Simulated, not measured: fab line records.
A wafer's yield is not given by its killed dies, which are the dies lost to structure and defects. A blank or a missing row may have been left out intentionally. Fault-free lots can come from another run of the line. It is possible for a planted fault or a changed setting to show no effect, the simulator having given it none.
Matching of chambers / flow n5-finfet / 3 sister chambers for N5_BEOL_M5_CO_CAP_78 on cvd-co-02
The step material Co, precursor CCTBA/H2, target thk 2 nm, time 102.1 s. 3 wafers are shown with their chamber, then 12 later ones without.

EACH WAFER AND ITS CHAMBER
wafer=L091.6; chamber=0; heater-power-w (W)=254
wafer=L090.4; chamber=1; heater-power-w (W)=234
wafer=L090.5; chamber=2; heater-power-w (W)=233

WAFERS WHOSE CHAMBER IS MISSING
wafer=L092.1; heater-power-w (W)=256
wafer=L092.4; heater-power-w (W)=234
wafer=L092.6; heater-power-w (W)=234
wafer=L093.1; heater-power-w (W)=247
wafer=L093.3; heater-power-w (W)=233
wafer=L093.4; heater-power-w (W)=244
wafer=L094.2; heater-power-w (W)=260
wafer=L094.3; heater-power-w (W)=231
wafer=L094.5; heater-power-w (W)=250
wafer=L097.1; heater-power-w (W)=233
wafer=L097.4; heater-power-w (W)=233
wafer=L097.5; heater-power-w (W)=250

WHICH CHAMBER EACH ONE RAN IN
wafer=L092.1; from the rows above=0; in truth=0
wafer=L092.4; from the rows above=can't be placed: 1 or 2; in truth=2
wafer=L092.6; from the rows above=can't be placed: 1 or 2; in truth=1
wafer=L093.1; from the rows above=can't be placed: 0 or 1 or 2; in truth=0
wafer=L093.3; from the rows above=can't be placed: 2 or 1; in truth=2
wafer=L093.4; from the rows above=can't be placed: 0 or 1 or 2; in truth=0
wafer=L094.2; from the rows above=0; in truth=0
wafer=L094.3; from the rows above=can't be placed: 2 or 1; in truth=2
wafer=L094.5; from the rows above=0; in truth=0
wafer=L097.1; from the rows above=can't be placed: 2 or 1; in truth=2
wafer=L097.4; from the rows above=can't be placed: 2 or 1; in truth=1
wafer=L097.5; from the rows above=0; in truth=0
Placed correctly: 4 of 12. Cannot be placed on the basis of these rows: 8; the candidates contain the true chamber in 8. Placed wrongly: 0.
How it was worked out, from the rows above alone: a wafer's distance from a chamber is the root of the sum, over the readings, of the square of ((its reading less the chamber's mean) divided by the reading's scatter). If the next closest chamber is less than 2 further off than the closest, the wafer can't be placed; otherwise it belongs to the closest. The mean given for a chamber averages the wafers shown for that chamber. The scatter: with one shown wafer a chamber, the root of the mean of the squares of how far each hidden wafer lies from its nearest shown one.
